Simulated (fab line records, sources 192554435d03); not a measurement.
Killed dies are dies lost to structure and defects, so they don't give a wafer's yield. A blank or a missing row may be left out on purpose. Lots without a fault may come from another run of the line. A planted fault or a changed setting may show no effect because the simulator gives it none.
Which tool did it? | flow n5_finfet | 12 lots, 36 wafers sampled, at 2 steps of a route of 1938

WHAT THE GAUGES READ, wafer by wafer
N5_BEOL_M10_INSPECT_30: inspects for defects (brightfield).
lot  | measured     | on                | raw_defect_count
L075 | day 10 21:47 | defect_inspect-01 | 516 531 580
L077 | day 11 13:38 | defect_inspect-02 | 550 708 560
L079 | day 11 19:19 | defect_inspect-02 | 311 291 376
L081 | day 12 17:39 | defect_inspect-02 | 312 405 519
L083 | day 13 04:27 | defect_inspect-02 | 511 429 446
L085 | day 13 23:30 | defect_inspect-01 | 323 304 427
L088 | day 14 02:37 | defect_inspect-01 | 473 350 452
L089 | day 14 04:35 | defect_inspect-02 | 435 349 609
L090 | day 14 18:34 | defect_inspect-02 | 495 677 556
L093 | day 15 05:52 | defect_inspect-02 | 411 355 409
L095 | day 16 01:45 | defect_inspect-01 | 457 463 436
L096 | day 16 23:23 | defect_inspect-01 | 239 230 302

WHICH TOOL RAN EACH LOT (tool, then ch and the chambers of the sampled wafers, then the start)
lot  | N5_BEOL_M10_ETCH_62
L075 | rie_diel-03 ch 0,2,3, day 10 18:04
L077 | rie_diel-01 ch 0,1,3, day 11 11:56
L079 | rie_diel-03 ch 0,2, day 11 18:28
L081 | rie_diel-01 ch 1,3, day 12 15:52
L083 | rie_diel-01 ch 0,2,3, day 12 23:53
L085 | rie_diel-01 ch 0,1,2, day 13 21:04
L088 | rie_diel-05 ch 0,1,2, day 13 23:49
L089 | rie_diel-03 ch 0,2,3, day 14 03:17
L090 | rie_diel-03 ch 0,1,3, day 14 16:21
L093 | rie_diel-03 ch 1,2,3, day 15 04:32
L095 | rie_diel-03 ch 1,2, day 16 00:32
L096 | rie_diel-05 ch 1,2,3, day 16 20:50
- N5_BEOL_M10_ETCH_62: etches SOC in N2/H2, target depth 110 nm, overetch 22 nm, time 165 s.

THE ANSWER, worked out from the rows above alone
Rule: what is usual is taken from the lots themselves. Put in order of their means at a reading, lots are off if they are a third of the lots or fewer, leave a main group of 4 or more, and stand apart from it by a gap of 3 or more times the standard deviation of the main group's means; of several such gaps the widest counts. A main group whose means are all the same, to the digits that the tables above print for the reading, isn't used. A lot without any number at a reading at which 4 lots or more have one is off too. The other lots that the step has rows for count as sound.
No lot is off at any reading shown: from this, nothing can be told.

WHAT THE SIMULATOR HAD PUT IN
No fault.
